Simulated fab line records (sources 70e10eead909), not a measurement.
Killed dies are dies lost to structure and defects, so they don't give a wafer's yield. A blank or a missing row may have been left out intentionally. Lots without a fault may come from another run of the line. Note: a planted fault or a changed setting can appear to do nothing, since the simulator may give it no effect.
Which of the tools did it? -- flow nand-harc -- 24 lots, 72 wafers sampled, at 4 steps of a route of 1302

== WHAT EACH GAUGE READ, for each wafer ==
NHARC_P_M2_CD_MEAS_16. Usual: cd-nm reads 170.0 nm (standard deviation 0.64).
lot,measured,on,cd-nm (nm),flag
L074,day 6 09:14,cd-sem-01,170.6 170.4 170.3,
L075,day 6 20:01,cd-sem-03,169.6 170.9 170.6,
L076,day 7 10:01,cd-sem-02,170.3 170.0 171.0,
L077,day 7 20:11,cd-sem-01,170.6 169.5 169.4,
L078,day 8 06:25,cd-sem-01,169.6 170.3 169.7,
L079,day 8 12:04,cd-sem-03,169.4 169.7 169.2,
L080,day 8 18:05,cd-sem-03,170.7 170.1 169.4,
L081,day 9 07:44,cd-sem-01,169.4 170.0 169.3,
L082,day 9 22:46,cd-sem-01,169.0 170.4 169.8,
L083,day 10 04:43,cd-sem-02,171.4 170.7 170.5,
L084,day 10 20:35,cd-sem-01,171.4 170.3 169.8,
L085,day 10 21:45,cd-sem-01,170.6 169.1 168.5,
L086,day 11 07:32,cd-sem-01,169.8 169.0 170.3,
L087,day 11 21:31,cd-sem-03,170.4 170.4 170.2,
L089,day 12 13:40,cd-sem-01,171.4 170.0 171.0,
L088,day 12 14:22,cd-sem-03,169.2 170.3 170.0,
L090,day 12 23:49,cd-sem-01,170.0 170.0 171.1,
L091,day 13 10:26,cd-sem-01,169.7 170.2 169.5,
L092,day 13 19:24,cd-sem-01,170.5 170.5 170.4,
L093,day 14 12:02,cd-sem-01,169.9 169.6 169.7,
L094,day 14 17:58,cd-sem-01,170.9 170.4 170.6,
L095,day 15 05:02,cd-sem-03,168.3 169.4 168.9,
L096,day 15 17:14,cd-sem-03,170.3 169.9 169.6,
L097,day 16 00:38,cd-sem-02,170.6 169.7 169.4,

== EACH LOT AND THE TOOL THAT RAN IT (in order: tool; ch and the chambers of the sampled wafers; start) ==
lot,NHARC_P_M0_PVD_21,NHARC_P_M0_ANNEAL_30,NHARC_P_M1_CMP_23
L074,"pvd-sputter-03, day 6 02:23 or earlier","rtp-anneal-01 ch 0, day 6 02:23","cmp-04 ch 0,1,3, day 6 06:53"
L075,"pvd-sputter-01, day 6 13:11 or earlier","rtp-anneal-01 ch 0, day 6 13:11","cmp-01 ch 0,1,2, day 6 17:40"
L076,"pvd-sputter-01, day 7 03:16 or earlier","rtp-anneal-01 ch 0, day 7 03:16","cmp-04 ch 0,1,3, day 7 07:40"
L077,"pvd-sputter-01, day 7 13:28 or earlier","rtp-anneal-01 ch 0, day 7 13:28","cmp-01 ch 0,1,3, day 7 17:53"
L078,"pvd-sputter-01, day 7 23:32 or earlier","rtp-anneal-02 ch 0, day 7 23:32","cmp-04 ch 0,2, day 8 04:03"
L079,"pvd-sputter-01, day 8 05:10 or earlier","rtp-anneal-02 ch 0, day 8 05:10","cmp-04 ch 1,3, day 8 09:44"
L080,"pvd-sputter-01, day 8 11:09 or earlier","rtp-anneal-02 ch 0, day 8 11:09","cmp-02 ch 2,3, day 8 15:44"
L081,"pvd-sputter-02, day 9 00:53 or earlier","rtp-anneal-02 ch 0, day 9 00:53","cmp-01 ch 0,1,2, day 9 05:22"
L082,"pvd-sputter-03, day 9 15:48 or earlier","rtp-anneal-01 ch 0, day 9 15:48","cmp-01 ch 0,2,3, day 9 20:29"
L083,"pvd-sputter-03, day 9 22:03 or earlier","rtp-anneal-02 ch 0, day 9 22:03","cmp-02 ch 0,2, day 10 02:28"
L084,"pvd-sputter-02, day 10 13:41 or earlier","rtp-anneal-02 ch 0, day 10 13:41","cmp-04 ch 1,2,3, day 10 18:20"
L085,"pvd-sputter-03, day 10 15:01 or earlier","rtp-anneal-01 ch 0, day 10 15:01","cmp-01 ch 0,1,3, day 10 19:25"
L086,"pvd-sputter-02, day 11 00:29 or earlier","rtp-anneal-01 ch 0, day 11 00:29","cmp-01 ch 0,1, day 11 04:51"
L087,"pvd-sputter-03, day 11 14:58 or earlier","rtp-anneal-01 ch 0, day 11 14:58","cmp-02 ch 1,3, day 11 19:19"
L089,"pvd-sputter-03, day 12 06:58 or earlier","rtp-anneal-02 ch 0, day 12 06:58","cmp-02 ch 0,2,3, day 12 11:19"
L088,"pvd-sputter-02, day 12 07:32 or earlier","rtp-anneal-02 ch 0, day 12 07:32","cmp-02 ch 0,1, day 12 12:01"
L090,"pvd-sputter-03, day 12 16:37 or earlier","rtp-anneal-01 ch 0, day 12 16:37","cmp-04 ch 2,3, day 12 21:25"
L091,"pvd-sputter-01, day 13 03:48 or earlier","rtp-anneal-01 ch 0, day 13 03:48","cmp-02 ch 0,1,2, day 13 08:12"
L092,"pvd-sputter-02, day 13 12:35 or earlier","rtp-anneal-01 ch 0, day 13 12:35","cmp-04 ch 0,2,3, day 13 17:04"
L093,"pvd-sputter-03, day 14 05:19 or earlier","rtp-anneal-01 ch 0, day 14 05:19","cmp-02 ch 0,2, day 14 09:52"
L094,"pvd-sputter-01, day 14 10:28 or earlier","rtp-anneal-02 ch 0, day 14 10:28","cmp-04 ch 1,2,3, day 14 15:38"
L095,"pvd-sputter-03, day 14 21:47 or earlier","rtp-anneal-01 ch 0, day 14 21:47","cmp-01 ch 1,3, day 15 02:41"
L096,"pvd-sputter-01, day 15 10:20 or earlier","rtp-anneal-01 ch 0, day 15 10:20","cmp-01 ch 1,2,3, day 15 14:57"
L097,"pvd-sputter-01, day 15 17:55 or earlier","rtp-anneal-01 ch 0, day 15 17:55","cmp-04 ch 0,3, day 15 22:24"
- NHARC_P_M0_PVD_21: deposits Cu, target thk 30 nm, time 20.49 s.
- NHARC_P_M0_ANNEAL_30: time 90 s.
- NHARC_P_M1_CMP_23: polishes, t overpolish 20 s, target thk 157.82 nm.

== WHAT THE TOOLS THEMSELVES READ (means of the sampled wafers that have a number; where no wafer has one, the mark that the record gives instead) ==
NHARC_P_M0_PVD_21. Usual: throttle-valve-pct reads 29.5 % (standard deviation 0.73).
lot,tool,throttle-valve-pct (%),flag
L074,pvd-sputter-03,29.8,
L075,pvd-sputter-01,29.3,
L076,pvd-sputter-01,28.9,
L077,pvd-sputter-01,29.0,
L078,pvd-sputter-01,29.1,
L079,pvd-sputter-01,29.2,
L080,pvd-sputter-01,28.9,
L081,pvd-sputter-02,29.3,
L082,pvd-sputter-03,29.6,
L083,pvd-sputter-03,29.6,
L084,pvd-sputter-02,29.6,
L085,pvd-sputter-03,29.6,
L086,pvd-sputter-02,29.9,
L087,pvd-sputter-03,29.8,
L089,pvd-sputter-03,29.9,
L088,pvd-sputter-02,29.8,
L090,pvd-sputter-03,30.0,
L091,pvd-sputter-01,29.7,
L092,pvd-sputter-02,29.5,
L093,pvd-sputter-03,30.2,
L094,pvd-sputter-01,29.9,
L095,pvd-sputter-03,30.1,
L096,pvd-sputter-01,29.9,
L097,pvd-sputter-01,29.9,

NHARC_P_M0_ANNEAL_30. Usual: wafer_temp_C_max reads 226.0 (standard deviation 0.31).
lot,tool,wafer_temp_C_max,flag
L074,rtp-anneal-01,225.8,
L075,rtp-anneal-01,226.0,
L076,rtp-anneal-01,225.9,
L077,rtp-anneal-01,225.9,
L078,rtp-anneal-02,226.0,
L079,rtp-anneal-02,225.9,
L080,rtp-anneal-02,226.1,
L081,rtp-anneal-02,226.5,
L082,rtp-anneal-01,225.6,
L083,rtp-anneal-02,226.2,
L084,rtp-anneal-02,226.1,
L085,rtp-anneal-01,226.1,
L086,rtp-anneal-01,225.7,
L087,rtp-anneal-01,225.9,
L089,rtp-anneal-02,226.2,
L088,rtp-anneal-02,226.3,
L090,rtp-anneal-01,225.7,
L091,rtp-anneal-01,225.9,
L092,rtp-anneal-01,225.8,
L093,rtp-anneal-01,225.9,
L094,rtp-anneal-02,226.3,
L095,rtp-anneal-01,225.8,
L096,rtp-anneal-01,225.9,
L097,rtp-anneal-01,226.0,

NHARC_P_M1_CMP_23. Usual: motor-current-A 11.9 A, standard deviation 1.3; time-to-endpoint-s 29.0 s, standard deviation 2.
lot,tool,motor-current-A (A),time-to-endpoint-s (s),flag
L074,cmp-04,11.2,29.6,
L075,cmp-01,12.1,26.8,
L076,cmp-04,11.5,28.0,
L077,cmp-01,11.8,28.0,
L078,cmp-04,11.2,30.1,
L079,cmp-04,11.4,31.5,
L080,cmp-02,11.9,29.0,
L081,cmp-01,12.2,27.1,
L082,cmp-01,11.5,28.7,
L083,cmp-02,13.6,29.4,
L084,cmp-04,10.4,30.5,
L085,cmp-01,12.0,31.4,
L086,cmp-01,13.0,30.9,
L087,cmp-02,12.3,31.0,
L089,cmp-02,12.9,27.0,
L088,cmp-02,13.5,31.9,
L090,cmp-04,9.8,27.8,
L091,cmp-02,13.2,31.0,
L092,cmp-04,10.5,25.0,
L093,cmp-02,13.5,29.1,
L094,cmp-04,10.9,29.2,
L095,cmp-01,11.5,28.9,
L096,cmp-01,11.6,28.4,
L097,cmp-04,11.6,28.2,

== THE ANSWER, worked out from the rows above alone ==
Rule: lot off if the mean of its wafers having a number is beyond 3 standard deviations from the usual mean. Also off: a lot with no number at a reading for which 4 or more lots have one. The other lots that the step has rows for count as sound. After the gauges, taken in route order, come the tools' own readings; for these a lot's mean is taken, as printed above. The first step at which some lot is off is used, and at that step the reading that is off furthest; a lot without a number counts as furthest.
Across all readings shown, no lot is off: no conclusion can be drawn from this.

== WHAT WAS PUT IN BY THE SIMULATOR ==
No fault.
